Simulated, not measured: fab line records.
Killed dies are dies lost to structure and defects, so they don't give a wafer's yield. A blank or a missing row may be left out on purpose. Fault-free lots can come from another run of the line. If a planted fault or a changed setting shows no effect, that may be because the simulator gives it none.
fab line records	flow n5-finfet
record lots=7	wafers=39
route steps=1938 shown ZERO_LAYER@4 FIN_SAQP@100 HKMG_FIN@429 MOL_CONTACT_COAG@559 BEOL_M4@1023 BEOL_M6@1194 BEOL_M8@1368
start-h: start of the lot's first displayed wafer, in hours after the record's first day	wait-h: hours from the lot's prior step to this one	" identical to the entry in the row above	L1.1+2: a row that stands for several wafers	- no value, or no start was given	* or withheld: withheld	< > ~ a bound
route shown NAME@n: NAME is a module with steps in the file, n the number in the route of the first one	usual: mean and standard deviation over wafers with no fault	same: alike in all rows	chamber/n: place in a boat	sites: readings site by site	_std_site: their standard deviation	_edge_site: the outer-site mean with the inner-site mean subtracted	radius-mm: for every site, how far away it sits from the centre of the wafer	mask NAME#n: copy n	behind: the tool/chamber that last shaped the wafer	hold: cause of the lot's hold/its duration in hours/its outcome	device: which transistor (n, p or np) failed to switch	end of line: the route-end tests of the same wafers	a step given without rows: its recipe and nothing more	killed: at the first sort, the dies lost to defects and structure; wafer yield is something else	map: per-die view of a wafer (x killed, . not killed, _ where there is no die)
set.NAME: setting as actually run; set.NAME@STEP: the setting as run at that earlier step	model.NAME: the simulator's own value behind a step, which no gauge read
lots run with intentionally changed settings; tables by step, rows by wafer
## steps
# step N5_ZERO_LAYER_PECVD_02
# recipe material=SiO2	target-thk-a=100	temp-c=400	precursor=SiH4/N2O	pressure-torr=0.75	rf-w=275	time-s=6
lot.wafer	tool	chamber	start-h	wait-h	set.time-s	model.SiO2_of_ZERO_LAYER_PECVD_02.thk-nm
L077.1	pecvd-01	0	30.28	0.0	6	9.869
L077.2	"	1	"	"	6	9.855
L077.3	"	1	"	"	9.336	15.9
L077.4	"	0	"	"	9.336	15.53
L077.5	"	1	"	"	9.336	15.76
L077.6	"	0	"	"	6	9.999
L080.3	pecvd-03	1	48.30	0.0	6	9.807
L080.4	"	0	"	"	6	9.975
L080.6	"	1	"	"	6	9.92
L081.1	pecvd-01	1	54.28	0.0	4.628	7.535
L081.2	"	0	"	"	6	9.709
L081.3	"	2	"	"	4.628	7.656
L081.4	"	1	"	"	6	9.966
L081.5	"	0	"	"	6	9.803
L081.6	"	2	"	"	4.628	7.682
L088.1	pecvd-03	0	96.47	0.0	2.851	4.696
L088.2	"	1	"	"	6	9.81
L088.3	"	2	"	"	2.851	4.77
L088.4	"	2	"	"	2.851	4.812
L088.5	"	1	"	"	6	9.956
L088.6	"	0	"	"	6	10
L090.1	pecvd-03	0	108.28	0.0	3.055	5.058
L090.2	"	2	"	"	3.055	4.938
L090.3	"	1	"	"	6	9.868
L090.4	"	2	"	"	6	10.09
L090.5	"	0	"	"	6	9.967
L090.6	"	1	"	"	3.055	5
L096.1	pecvd-03	1	144.47	0.0	6	9.856
L096.2	"	2	"	"	6	10.11
L096.3	"	0	"	"	6	10.22
L096.4	"	1	"	"	6	10.02
L096.5	"	2	"	"	6	10.32
L096.6	"	0	"	"	6	10.25
L097.1	pecvd-03	0	150.28	0.0	6	10.31
L097.2	"	2	"	"	6	10.11
L097.3	"	1	"	"	3.328	5.507
L097.4	"	0	"	"	3.328	5.833
L097.5	"	1	"	"	6	10.04
L097.6	"	2	"	"	3.328	5.723
# step N5_FIN_SAQP_PECVD_06
# recipe material=a-Si	target-thk-a=600	temp-c=400	precursor=SiH4/He	pressure-torr=3	rf-w=100	time-s=48.1
lot.wafer	tool	chamber	start-h	wait-h	set.time-s	model.a-Si_of_FIN_SAQP_PECVD_06.thk-nm
L077.1	pecvd-02	2	38.91	0.0	48.1	58.63
L077.2	"	1	"	"	56.78	69.94
L077.3	"	0	"	"	56.78	69.98
L077.4	"	2	"	"	48.1	59.77
L077.5	"	0	"	"	56.78	70.07
L077.6	"	1	"	"	48.1	60.41
L080.3	pecvd-03	1	57.32	0.0	48.1	59.44
L080.4	"	2	"	"	48.1	61.14
L080.6	"	0	"	"	48.1	60.22
L081.1	pecvd-02	0	63.86	0.0	48.1	59.3
L081.2	"	1	"	"	48.1	59.17
L081.3	"	2	"	"	62.81	76.15
L081.4	"	0	"	"	62.81	78.22
L081.5	"	1	"	"	48.1	59.71
L081.6	"	2	"	"	62.81	78.18
L088.1	pecvd-02	0	105.45	0.0	48.1	59.45
L088.2	"	1	"	"	48.1	59.4
L088.3	"	2	"	"	64.94	80.37
L088.4	"	1	"	"	48.1	60.69
L088.5	"	0	"	"	64.94	81.25
L088.6	"	2	"	"	64.94	81.59
L090.1	pecvd-03	1	117.19	0.0	48.1	59.14
L090.2	"	2	"	"	48.1	59.1
L090.3	"	0	"	"	48.1	58.64
L090.4	"	2	"	"	20.27	25.11
L090.5	"	0	"	"	20.27	24.66
L090.6	"	1	"	"	20.27	24.95
L096.1	pecvd-03	2	153.86	0.0	26.12	32.24
L096.2	"	0	"	"	48.1	58.39
L096.3	"	1	"	"	26.12	32.22
L096.4	"	1	"	"	26.12	32.02
L096.5	"	2	"	"	48.1	61.18
L096.6	"	0	"	"	48.1	59.61
L097.1	pecvd-03	1	158.54	0.0	27.54	33.92
L097.2	"	2	"	"	27.54	33.63
L097.3	"	0	"	"	48.1	59.79
L097.4	"	2	"	"	48.1	60.44
L097.5	"	0	"	"	48.1	60.08
L097.6	"	1	"	"	27.54	33.82
# step N5_FIN_SAQP_THK_MEAS_07
# usual thk-nm=59.8/0.7
lot.wafer	tool	chamber	start-h	wait-h	set.time-s@FIN_SAQP_PECVD_06	thk-nm
L077.1	film-metro-01	-	39.00	0.1	48.1	58.6
L077.2	"	-	"	"	56.78	70.0
L077.3	"	-	"	"	56.78	70.0
L077.4	"	-	"	"	48.1	59.7
L077.5	"	-	"	"	56.78	70.0
L077.6	"	-	"	"	48.1	60.4
L080.3	film-metro-01	-	57.41	0.1	48.1	59.4
L080.4	"	-	"	"	48.1	61.1
L080.6	"	-	"	"	48.1	60.2
L081.1	film-metro-02	-	63.95	0.1	48.1	59.3
L081.2	"	-	"	"	48.1	59.2
L081.3	"	-	"	"	62.81	76.2
L081.4	"	-	"	"	62.81	78.2
L081.5	"	-	"	"	48.1	59.7
L081.6	"	-	"	"	62.81	78.2
L088.1	film-metro-02	-	105.54	0.1	48.1	59.4
L088.2	"	-	"	"	48.1	59.3
L088.3	"	-	"	"	64.94	80.3
L088.4	"	-	"	"	48.1	60.7
L088.5	"	-	"	"	64.94	81.3
L088.6	"	-	"	"	64.94	81.6
L090.1	film-metro-02	-	117.28	0.1	48.1	59.1
L090.2	"	-	"	"	48.1	59.1
L090.3	"	-	"	"	48.1	58.6
L090.4	"	-	"	"	20.27	25.2
L090.5	"	-	"	"	20.27	24.6
L090.6	"	-	"	"	20.27	24.9
L096.1	film-metro-01	-	153.95	0.1	26.12	32.2
L096.2	"	-	"	"	48.1	58.4
L096.3	"	-	"	"	26.12	32.2
L096.4	"	-	"	"	26.12	32.0
L096.5	"	-	"	"	48.1	61.2
L096.6	"	-	"	"	48.1	59.6
L097.1	film-metro-02	-	158.63	0.1	27.54	33.9
L097.2	"	-	"	"	27.54	33.6
L097.3	"	-	"	"	48.1	59.8
L097.4	"	-	"	"	48.1	60.4
L097.5	"	-	"	"	48.1	60.1
L097.6	"	-	"	"	27.54	33.9
# step N5_FIN_SAQP_HM_DEP_72
# recipe material=SiO2	target-thk-a=120	temp-c=400	precursor=SiH4/N2O	pressure-torr=0.75	rf-w=275	time-s=7.2
# step N5_FIN_SAQP_COAT_49
# recipe resist=SOC	temp-c=250	time-s=60	spin-rpm=1500	resist-thk-nm=100
# step N5_FIN_SAQP_HM_OPEN_73
# recipe chemistry=CHF3/O2	target=SiO2	stop-on=a-Si	target-depth-a=120	over-etch-frac=1.8	mask-material=SOC	time-s=16.8	pressure-mtorr=30	source-w=650	bias-w=170	Ar_flow_sccm=200	CHF3_flow_sccm=50	O2_flow_sccm=5	ion-energy-ev=200	ends=end-point
# step N5_FIN_SAQP_STRIP_74
# recipe chemistry=CHF3/O2	resist=SiARC	rf-frequency-hz=6e+07
# step N5_FIN_SAQP_MANDREL_ETCH_22
# recipe target-depth-a=600	chemistry=HBr/Cl2	target=a-Si	stop-on=SiNx	bt-time-s=10	over-etch-frac=0.5	time-s=30	pressure-mtorr=10	icp-w=800	bias-w=75	HBr_flow_sccm=150	Cl2_flow_sccm=80	ends=end-point
# usual oes-product-au=0.761/0.014
lot.wafer	tool	chamber	start-h	wait-h	set.time-s@FIN_SAQP_PECVD_06	oes-product-au	model.etch.depth-nm
L077.1	rie-si-01	3	39.75	0.0	48.1	0.751	58.54
L077.2	"	1	"	"	56.78	0.824	69.93
L077.3	"	2	"	"	56.78	0.858	69.88
L077.4	"	0	"	"	48.1	0.772	59.68
L077.5	"	0	"	"	56.78	0.857	70.07
L077.6	"	3	"	"	48.1	0.764	60.31
L080.3	rie-si-05	0	58.52	0.0	48.1	0.765	59.44
L080.4	"	3	"	"	48.1	0.772	61.14
L080.6	"	3	"	"	48.1	0.767	60.22
L081.1	rie-si-01	3	64.69	0.0	48.1	0.753	59.3
L081.2	"	1	"	"	48.1	0.740	59.17
L081.3	"	2	"	"	62.81	0.906	76.13
L081.4	"	0	"	"	62.81	0.915	78.22
L081.5	"	2	"	"	48.1	0.780	59.71
L081.6	"	1	"	"	62.81	0.880	78.16
L088.1	rie-si-01	3	106.31	0.0	48.1	0.757	59.45
L088.2	"	0	"	"	48.1	0.768	59.38
L088.3	"	2	"	"	64.94	0.944	80.37
L088.4	"	1	"	"	48.1	0.743	60.67
L088.5	"	0	"	"	64.94	0.937	81.25
L088.6	"	1	"	"	64.94	0.911	81.59
L090.1	rie-si-01	2	118.15	0.0	48.1	0.771	59.13
L090.2	"	0	"	"	48.1	0.765	59.01
L090.3	"	1	"	"	48.1	0.737	58.54
L090.4	"	3	"	"	20.27	0.489	25.01
L090.5	"	1	"	"	20.27	0.495	24.65
L090.6	"	0	"	"	20.27	0.504	24.86
L096.1	rie-si-05	1	154.82	0.0	26.12	0.550	32.13
L096.2	"	0	"	"	48.1	0.758	58.38
L096.3	"	3	"	"	26.12	0.557	32.13
L096.4	"	2	"	"	26.12	0.536	31.94
L096.5	"	3	"	"	48.1	0.774	61.17
L096.6	"	2	"	"	48.1	0.740	59.51
L097.1	rie-si-05	2	159.63	0.0	27.54	0.544	33.84
L097.2	"	1	"	"	27.54	0.561	33.61
L097.3	"	0	"	"	48.1	0.761	59.71
L097.4	"	3	"	"	48.1	0.763	60.42
L097.5	"	0	"	"	48.1	0.778	60.07
L097.6	"	3	"	"	27.54	0.565	33.74
# step N5_HKMG_FIN_DEVELOP_11
# recipe develop-time-s=30	developer=TMAH	resist=CAR-ArF	dev-temp-c=23	rinse-liquid=diw	dry=air-spin
lot.wafer	tool	chamber	start-h	wait-h	set.develop-time-s
L077.1+3+4	litho-track-01	0	-	-	35.02
L077.2+5+6	"	0	"	"	30
L080.3+4+6	litho-track-02	0	-	-	30
L081.1+2+6	litho-track-01	0	-	-	30
L081.3+4+5	"	0	"	"	12.35
L088.1+4+6	litho-track-01	0	-	-	30
L088.2+3+5	"	0	"	"	19.12
L090.1+4+5	litho-track-05	0	-	-	30
L090.2+3+6	"	0	"	"	38.84
L096.1+4+5	litho-track-02	0	-	-	17.54
L096.2+3+6	"	0	"	"	30
L097.1+4+6	litho-track-01	0	-	-	13.75
L097.2+3+5	"	0	"	"	30
# step N5_HKMG_FIN_CD_MEAS_12
# recipe target-cd-nm=92.8	landing-energy-ev=500	detector=se-inlens
# usual cd-nm=92.9/0.6
lot.wafer	tool	chamber	start-h	wait-h	set.develop-time-s@HKMG_FIN_DEVELOP_11	cd-nm
L077.1	cd-sem-03	0	91.31	-	35.02	94.5
L077.2	"	0	"	"	30	92.2
L077.3	"	0	"	"	35.02	93.8
L077.4	"	0	"	"	35.02	94.3
L077.5	"	0	"	"	30	93.4
L077.6	"	0	"	"	30	93.2
L080.3	cd-sem-02	0	113.10	-	30	93.1
L080.4	"	0	"	"	30	91.5
L080.6	"	0	"	"	30	92.4
L081.1	cd-sem-03	0	119.20	-	30	93.4
L081.2	"	0	"	"	30	92.5
L081.3	"	0	"	"	12.35	89.0
L081.4	"	0	"	"	12.35	87.8
L081.5	"	0	"	"	12.35	88.2
L081.6	"	0	"	"	30	92.8
L088.1	cd-sem-02	0	159.16	-	30	93.6
L088.2	"	0	"	"	19.12	90.6
L088.3	"	0	"	"	19.12	90.1
L088.4	"	0	"	"	30	92.4
L088.5	"	0	"	"	19.12	91.2
L088.6	"	0	"	"	30	92.5
L090.1	cd-sem-01	0	170.19	-	30	92.4
L090.2	"	0	"	"	38.84	94.9
L090.3	"	0	"	"	38.84	93.7
L090.4	"	0	"	"	30	92.9
L090.5	"	0	"	"	30	92.4
L090.6	"	0	"	"	38.84	93.7
L096.1	cd-sem-01	0	206.66	-	17.54	89.7
L096.2	"	0	"	"	30	92.4
L096.3	"	0	"	"	30	92.3
L096.4	"	0	"	"	17.54	89.6
L096.5	"	0	"	"	17.54	89.7
L096.6	"	0	"	"	30	91.9
L097.1	cd-sem-02	0	211.97	-	13.75	89.1
L097.2	"	0	"	"	30	93.4
L097.3	"	0	"	"	30	93.6
L097.4	"	0	"	"	13.75	88.6
L097.5	"	0	"	"	30	93.6
L097.6	"	0	"	"	13.75	90.5
# step N5_MOL_CONTACT_COAG_ALD_27
# recipe material=SiOC	target-thk-a=170	temp-c=400	ald-precursor-family=carbosiloxane	ald-co-reactant=H2-plasma	pulse-time-s=1.5	time-s=2720	purge-time-s=2	co-reactant-purge-time-s=2	ald-cycles=340	pressure-torr=2
lot.wafer	tool	chamber	start-h	wait-h	set.ald-cycles	model.SiOC_of_MOL_CONTACT_COAG_ALD_27.thk-nm
L077.1+2+3	ald-sin-01	2,3,0	111.45	0.0	454	22.6
L077.4+5	"	1,3	"	"	340	16.8
L077.6	"	2	"	"	340	17
L080.3+4+6	ald-sin-01	0,1,0	131.39	0.0	340	17
L081.1	ald-sin-04	0	138.32	0.0	213	10.6
L081.2	"	1	"	"	340	17
L081.3+5	"	2,3	"	"	213	10.8
L081.4+6	"	3,2	"	"	340	17.2
L088.1+5	ald-sin-03	3,1	177.12	0.0	340	17.2
L088.2	"	1	"	"	340	17
L088.3+4+6	"	0,2,2	"	"	511	25.6
L090.1+2+5	ald-sin-01	0,3,2	190.44	1.3	233	11.6
L090.3+4+6	"	1,2,1	"	"	340	17
L096.1	ald-sin-04	3	225.34	0.5	258	13
L096.2+3+5	"	2,1,1	"	"	340	17
L096.4+6	"	0	"	"	258	12.8
L097.1	ald-sin-03	2	231.27	0.0	340	17.2
L097.2+5	"	1,2	"	"	440	22.2
L097.3+6	"	0,3	"	"	340	17
L097.4	"	3	"	"	440	22
# step N5_BEOL_M4_PECVD_72
# recipe material=SiO2	target-thk-a=160	temp-c=400	precursor=TEOS/O2	pressure-torr=5.5	rf-w=450	teos-flow-sccm=53.8	gas=O2	flow-sccm=3000	time-s=18
lot.wafer	tool	chamber	start-h	wait-h	set.time-s	model.SiO2_of_BEOL_M4_PECVD_72.thk-nm
L077.1	pecvd-01	0	173.71	0.0	18	16
L077.2+3	"	2,1	"	"	26.9	23.6
L077.4	"	2	"	"	18	16.4
L077.5	"	0	"	"	18	16.2
L077.6	"	1	"	"	26.9	24
L080.3	pecvd-01	0	187.19	0.0	18	15.8
L080.4+6	"	1,2	"	"	18	16.4
L081.1+2	pecvd-02	1,0	198.68	0.0	18	15.8
L081.3+4+6	"	2,0,2	"	"	18	16.4
L081.5	"	1	"	"	18	16.2
L088.1+3	pecvd-01	2,0	239.19	0.0	18	16
L088.2	"	1	"	"	18	15.8
L088.4+6	"	0,1	"	"	18	16.4
L088.5	"	2	"	"	18	16.2
L090.1+3	pecvd-01	0,1	243.50	0.0	18	15.6
L090.2	"	2	"	"	28.29	24.6
L090.4	"	0	"	"	28.29	24.8
L090.5	"	2	"	"	18	16
L090.6	"	1	"	"	28.29	25
L096.1+4	pecvd-01	1,2	285.56	0.0	21.29	18.8
L096.2	"	2	"	"	21.29	18.6
L096.3+5	"	1,2	"	"	18	16
L096.6	"	1	"	"	18	16.2
L097.1+2	pecvd-02	1,2	285.87	0.0	23.22	20.6
L097.3+4	"	0,1	"	"	18	16.2
L097.5	"	0	"	"	18	16.6
L097.6	"	2	"	"	23.22	21
# step N5_BEOL_M6_ILD_DEP_00
# recipe material=SiCOH_lowk	target-thk-a=1797.5	temp-c=300	precursor=DEMS/porogen	pressure-torr=5	rf-w=500	time-s=33.4
lot.wafer	tool	chamber	start-h	wait-h	set.target-thk-a	model.SiCOH_lowk_of_BEOL_M6_ILD_DEP_00.thk-nm
L077.1	pecvd-04	1	194.67	0.0	1797.5	179.6
L077.2	"	2	"	"	798.7	80
L077.3	"	0	"	"	798.7	82.2
L077.4	"	0	"	"	798.7	83.4
L077.5	"	2	"	"	1797.5	185
L077.6	"	1	"	"	1797.5	183.2
L080.3	pecvd-03	1	210.28	0.0	1797.5	177.2
L080.4	"	2	"	"	1797.5	180.2
L080.6	"	0	"	"	1797.5	178.4
L081.1	pecvd-04	1	219.87	0.0	1797.5	179.8
L081.2	"	0	"	"	1797.5	180.2
L081.3	"	0	"	"	1289	133.2
L081.4	"	1	"	"	1289	130.8
L081.5	"	1	"	"	1797.5	181.6
L081.6	"	0	"	"	1289	133
L088.1	pecvd-02	2	257.81	0.0	1797.5	174.8
L088.2	"	1	"	"	2684	262
L088.3	"	1	"	"	2684	266.6
L088.4	"	2	"	"	2684	270
L088.5	"	1	"	"	1797.5	177.8
L088.6	"	2	"	"	1797.5	177.4
L090.1	pecvd-04	1	274.67	0.0	2859	283.2
L090.2	"	2	"	"	1797.5	178.4
L090.3	"	0	"	"	2859	285.8
L090.4	"	1	"	"	1797.5	181.8
L090.5	"	2	"	"	1797.5	184.4
L090.6	"	0	"	"	2859	289.8
L096.1	pecvd-03	1	311.92	0.0	889.9	89.4
L096.2	"	2	"	"	1797.5	179.4
L096.3	"	0	"	"	889.9	87.6
L096.4	"	1	"	"	1797.5	182.4
L096.5	"	0	"	"	1797.5	180.4
L096.6	"	2	"	"	889.9	92.2
L097.1	pecvd-02	0	328.30	0.0	1797.5	179.4
L097.2+4	"	1,2	"	"	1797.5	179.6
L097.3	"	2	"	"	1797.5	177.4
L097.5	"	1	"	"	1797.5	181
L097.6	"	0	"	"	1797.5	182.2
# step N5_BEOL_M6_CURE_74
# recipe temp-c=385	time-s=240	ambient=He/Ar	material=SiCOH_lowk
lot.wafer	tool	chamber	start-h	wait-h	set.target-thk-a@BEOL_M6_ILD_DEP_00	model.SiCOH_lowk_of_BEOL_M6_ILD_DEP_00.thk-nm
L077.1	uv-cure-01	2	194.73	0.0	1797.5	155
L077.2	"	2	"	"	798.7	68.6
L077.3	"	2	"	"	798.7	70.6
L077.4	"	2	"	"	798.7	71.4
L077.5	"	2	"	"	1797.5	159.6
L077.6	"	2	"	"	1797.5	158
L080.3	uv-cure-02	0	210.51	0.2	1797.5	152.8
L080.4	"	0	"	"	1797.5	155.4
L080.6	"	0	"	"	1797.5	153.8
L081.1	uv-cure-03	2	219.95	0.1	1797.5	155
L081.2	"	2	"	"	1797.5	155.4
L081.3	"	2	"	"	1289	114.6
L081.4	"	2	"	"	1289	112.4
L081.5	"	2	"	"	1797.5	156.6
L081.6	"	2	"	"	1289	114.4
L088.1	uv-cure-01	0	257.90	0.1	1797.5	150.8
L088.2	"	0	"	"	2684	227
L088.3	"	0	"	"	2684	231
L088.4	"	0	"	"	2684	234
L088.5	"	0	"	"	1797.5	153.4
L088.6	"	0	"	"	1797.5	153
L090.1	uv-cure-02	1	274.73	0.0	2859	245.8
L090.2	"	1	"	"	1797.5	153.8
L090.3	"	1	"	"	2859	248
L090.4	"	1	"	"	1797.5	156.8
L090.5	"	1	"	"	1797.5	159
L090.6	"	1	"	"	2859	251.6
L096.1	uv-cure-01	0	311.98	0.0	889.9	76.6
L096.2	"	0	"	"	1797.5	154.6
L096.3	"	0	"	"	889.9	75.2
L096.4	"	0	"	"	1797.5	157.4
L096.5	"	0	"	"	1797.5	155.6
L096.6	"	0	"	"	889.9	79
L097.1	uv-cure-01	2	328.96	0.6	1797.5	154.6
L097.2	"	2	"	"	1797.5	155
L097.3	"	2	"	"	1797.5	153
L097.4	"	2	"	"	1797.5	154.8
L097.5	"	2	"	"	1797.5	156.2
L097.6	"	2	"	"	1797.5	157.2
# step N5_BEOL_M6_THK_MEAS_01
# recipe reads=SiCOH_lowk_of_BEOL_M6_ILD_DEP_00
# usual M6_ILD_THK=154.9/2
lot.wafer	tool	chamber	start-h	wait-h	set.target-thk-a@BEOL_M6_ILD_DEP_00	M6_ILD_THK[nm]
L077.1	film-metro-01	-	195.24	0.4	1797.5	154.9
L077.2	"	-	"	"	798.7	68.7
L077.3	"	-	"	"	798.7	70.6
L077.4	"	-	"	"	798.7	71.5
L077.5	"	-	"	"	1797.5	159.7
L077.6	"	-	"	"	1797.5	157.9
L080.3	film-metro-02	-	210.86	0.3	1797.5	152.7
L080.4	"	-	"	"	1797.5	155.3
L080.6	"	-	"	"	1797.5	153.7
L081.1	film-metro-02	-	220.47	0.4	1797.5	154.9
L081.2	"	-	"	"	1797.5	155.4
L081.3	"	-	"	"	1289	114.6
L081.4	"	-	"	"	1289	112.5
L081.5	"	-	"	"	1797.5	156.7
L081.6	"	-	"	"	1289	114.5
L088.1	film-metro-02	-	258.41	0.4	1797.5	150.8
L088.2	"	-	"	"	2684	227.1
L088.3	"	-	"	"	2684	231.1
L088.4	"	-	"	"	2684	234.0
L088.5	"	-	"	"	1797.5	153.4
L088.6	"	-	"	"	1797.5	152.9
L090.1	film-metro-01	-	275.24	0.4	2859	245.5
L090.2	"	-	"	"	1797.5	153.7
L090.3	"	-	"	"	2859	247.9
L090.4	"	-	"	"	1797.5	156.8
L090.5	"	-	"	"	1797.5	159.0
L090.6	"	-	"	"	2859	251.6
L096.1	film-metro-01	-	312.51	0.4	889.9	76.7
L096.2	"	-	"	"	1797.5	154.7
L096.3	"	-	"	"	889.9	75.2
L096.4	"	-	"	"	1797.5	157.1
L096.5	"	-	"	"	1797.5	155.7
L096.6	"	-	"	"	889.9	79.1
L097.1	film-metro-02	-	329.47	0.4	1797.5	154.5
L097.2	"	-	"	"	1797.5	154.8
L097.3	"	-	"	"	1797.5	152.9
L097.4	"	-	"	"	1797.5	154.8
L097.5	"	-	"	"	1797.5	156.2
L097.6	"	-	"	"	1797.5	157.2
# step N5_BEOL_M8_DESCUM_33
# recipe chemistry=O2	time-s=7	source-power-w=50	bias-power-w=20	pressure-mtorr=20	rf-frequency-hz=2.712e+07	temp-c=40	resist=CAR-EUV	o2-flow-sccm=225
lot.wafer	tool	chamber	start-h	wait-h	set.time-s	model.CAR-EUV_of_BEOL_M8_COAT_22.thk-nm
L077.1+2+6	rie-diel-02	1,0,3	213.50	0.0	7	26.2
L077.3+4	"	3,2	"	"	3.615	27.8
L077.5	"	0	"	"	3.615	27.6
L080.3+4+6	rie-diel-01	1,3,3	231.55	1.8	7	26.2
L081.1+3+6	rie-diel-01	1,2,3	239.18	0.0	8.668	25.4
L081.2+4+5	"	3,0,0	"	"	7	26.2
L088.1+2+5+6	rie-diel-02	0,2,2,1	279.91	0.0	7	26
L088.3+4	"	1,3	"	"	7	26.2
L090.1+4+6	rie-diel-02	1,0,2	299.56	0.0	7	26
L090.2	"	2	"	"	9.452	25
L090.3+5	"	3	"	"	9.452	24.8
L096.1+4	rie-diel-02	0,1	334.79	0.0	5.079	27
L096.2+3+6	"	2,3,2	"	"	7	26
L096.5	"	3	"	"	5.079	27.2
L097.1+3+5	rie-diel-01	2,3,1	345.23	0.3	10.86	24
L097.2+4+6	"	0,1,0	"	"	7	26
## key
split step=N5_ZERO_LAYER_PECVD_02	setting=time-s	stated=6	by=wafer
response step=N5_ZERO_LAYER_PECVD_02	reading=model.SiO2_of_ZERO_LAYER_PECVD_02.thk-nm	change=+0.101	per=1%	r=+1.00
split step=N5_FIN_SAQP_PECVD_06	setting=time-s	stated=48.1	by=wafer
response step=N5_FIN_SAQP_PECVD_06	reading=model.a-Si_of_FIN_SAQP_PECVD_06.thk-nm	change=+0.599	per=1%	r=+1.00
response step=N5_FIN_SAQP_THK_MEAS_07	reading=thk-nm	change=*	per=1%	r=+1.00
response step=N5_FIN_SAQP_MANDREL_ETCH_22	reading=oes-product-au	change=+0.00469	per=1%	r=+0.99
response step=N5_FIN_SAQP_MANDREL_ETCH_22	reading=model.etch.depth-nm	change=+0.599	per=1%	r=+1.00
split step=N5_HKMG_FIN_DEVELOP_11	setting=develop-time-s	stated=30	by=wafer
response step=N5_HKMG_FIN_CD_MEAS_12	reading=cd-nm	change=+0.0705	per=1%	r=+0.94
split step=N5_MOL_CONTACT_COAG_ALD_27	setting=ald-cycles	stated=340	by=wafer
response step=N5_MOL_CONTACT_COAG_ALD_27	reading=model.SiOC_of_MOL_CONTACT_COAG_ALD_27.thk-nm	change=+0.17	per=1%	r=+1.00
split step=N5_BEOL_M4_PECVD_72	setting=time-s	stated=18	by=wafer
response step=N5_BEOL_M4_PECVD_72	reading=model.SiO2_of_BEOL_M4_PECVD_72.thk-nm	change=+0.155	per=1%	r=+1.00
split step=N5_BEOL_M6_ILD_DEP_00	setting=target-thk-a	stated=1797.5	by=wafer
response step=N5_BEOL_M6_ILD_DEP_00	reading=model.SiCOH_lowk_of_BEOL_M6_ILD_DEP_00.thk-nm	change=+1.79	per=1%	r=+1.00
response step=N5_BEOL_M6_CURE_74	reading=model.SiCOH_lowk_of_BEOL_M6_ILD_DEP_00.thk-nm	change=+1.56	per=1%	r=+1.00
response step=N5_BEOL_M6_THK_MEAS_01	reading=M6_ILD_THK	change=+1.56	per=1%	r=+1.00
split step=N5_BEOL_M8_DESCUM_33	setting=time-s	stated=7	by=wafer
response step=N5_BEOL_M8_DESCUM_33	reading=model.CAR-EUV_of_BEOL_M8_COAT_22.thk-nm	change=-0.0344	per=1%	r=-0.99
